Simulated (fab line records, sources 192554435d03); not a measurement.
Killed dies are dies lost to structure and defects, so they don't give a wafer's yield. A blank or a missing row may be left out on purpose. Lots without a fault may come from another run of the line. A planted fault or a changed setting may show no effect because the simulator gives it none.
Split-lot experiment | flow n5_finfet | 7 lots, 39 wafers read, on a route of 1938 steps

THE SPLIT
At N5_DUMMY_GATE_ETCH_42 (etches SiO2 in CHF3/O2, target depth 3.5 nm, time 31 s), the setting bias_w was moved away from the recipe's 12 W on 12 of the 39 wafers read, by -14.7% to +15.8%. The other wafers ran this setting at the recipe's value.

The reading is taken at the split's own step.

THE READING
rf_vpp_V, in V, at N5_DUMMY_GATE_ETCH_42 (etches SiO2 in CHF3/O2, target depth 3.5 nm, time 31 s). Fault-free wafers of this fab line usually give 42.2 V, standard deviation 0.93 V.

wafer  | tool, chamber at the split | bias_w as run, W | against the recipe | rf_vpp_V, V | against lot-mates on the recipe
L074.1 | rie_diel-01, 0             | 10.23            | -14.7%             | 36.3        | -6.0
L074.2 | rie_diel-01, 1             | 12               | recipe             | 41.6        | -
L074.3 | rie_diel-01, 2             | 12               | recipe             | 42.6        | -
L074.4 | rie_diel-01, 3             | 10.23            | -14.7%             | 37.7        | -4.6
L074.5 | rie_diel-01, 2             | 10.23            | -14.7%             | 38.1        | -4.2
L074.6 | rie_diel-01, 1             | 12               | recipe             | 42.8        | -
L075.1 | rie_diel-01, 1             | 12               | recipe             | 41.4        | -
L075.2 | rie_diel-01, 3             | 12               | recipe             | 43.0        | -
L075.3 | rie_diel-01, 2             | 12               | recipe             | 44.2        | -
L075.4 | rie_diel-01, 0             | 12               | recipe             | 41.3        | -
L075.5 | rie_diel-01, 3             | 12               | recipe             | 42.4        | -
L075.6 | rie_diel-01, 2             | 12               | recipe             | 42.8        | -
L081.1 | rie_diel-06, 3             | 12               | recipe             | 43.9        | -
L081.2 | rie_diel-06, 0             | 12               | recipe             | 42.0        | -
L081.3 | rie_diel-06, 2             | 12               | recipe             | 41.4        | -
L081.4 | rie_diel-06, 0             | 12               | recipe             | 40.9        | -
L081.5 | rie_diel-06, 2             | 12               | recipe             | 42.7        | -
L081.6 | rie_diel-06, 3             | 12               | recipe             | 42.5        | -
L080.1 | rie_diel-03, 3             | 13.9             | +15.8%             | 48.2        | +4.9
L080.2 | rie_diel-03, 2             | 12               | recipe             | 44.1        | -
L080.3 | rie_diel-03, 0             | 13.9             | +15.8%             | 47.8        | +4.5
L080.4 | rie_diel-03, 1             | 12               | recipe             | 43.4        | -
L080.5 | rie_diel-03, 2             | 12               | recipe             | 42.4        | -
L080.6 | rie_diel-03, 3             | 13.9             | +15.8%             | 47.3        | +4.0
L086.1 | rie_diel-01, 3             | 12               | recipe             | 42.5        | -
L086.2 | rie_diel-01, 2             | 12               | recipe             | 42.3        | -
L086.3 | rie_diel-01, 1             | 13.16            | +9.7%              | 45.0        | +2.3
L086.4 | rie_diel-01, 3             | 12               | recipe             | 43.2        | -
L086.5 | rie_diel-01, 1             | 13.16            | +9.7%              | 44.5        | +1.8
L086.6 | rie_diel-01, 2             | 13.16            | +9.7%              | 44.9        | +2.2
L091.1 | rie_diel-01, 1             | 12               | recipe             | 42.1        | -
L091.4 | rie_diel-01, 3             | 12               | recipe             | 42.8        | -
L091.5 | rie_diel-01, 1             | 12               | recipe             | 41.9        | -
L097.1 | rie_diel-03, 3             | 13.63            | +13.6%             | 47.5        | +4.3
L097.2 | rie_diel-03, 0             | 13.63            | +13.6%             | 46.5        | +3.3
L097.3 | rie_diel-03, 2             | 12               | recipe             | 41.2        | -
L097.4 | rie_diel-03, 1             | 12               | recipe             | 43.8        | -
L097.5 | rie_diel-03, 1             | 12               | recipe             | 44.5        | -
L097.6 | rie_diel-03, 2             | 13.63            | +13.6%             | 45.7        | +2.5

THE FIT
A straight line over all 39 wafers: rf_vpp_V changes by +0.318 V for each +1% of bias_w; r = +0.93; the points scatter about the line by 0.92 V.
The same after taking each lot's own level away (the mean of its wafers on the recipe; 39 wafers): +0.287 V for each +1%; r = +0.93; scatter 0.86 V.
On that fit, the largest move of bias_w shifts the reading by 4.6 V.
The lots' own levels span 42.23 to 43.30 V, that is 1.1 times the standard deviation above.
So the lot-to-lot level changes the slope: the two fits differ.
Check: with one of the wafers moved furthest among these (+15.8%) left out of the fit, the line predicts +4.33 V for it against its lot-mates. It came out at +4.9 V against them.
Tool readings at the split's step, against how far the setting was moved: rf_vpp_V r = +0.93.

OTHER SPLITS ON THESE WAFERS
These wafers also went through other splits before the reading. Each is held against what the fit with the lots' levels taken away leaves over:
other split on the same wafers  | wafers away from the commonest value | r with rf_vpp_V (lot level and that fit taken away)
N5_DUMMY_GATE_EXPOSE_12 dose_mj | 15                                   | -0.01
N5_DUMMY_GATE_ETCH_32 time_s    | 18                                   | +0.04

THE FILE'S OWN FIT
rf_vpp_V changes by +0.284 V for each +1% of bias_w, r = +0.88.
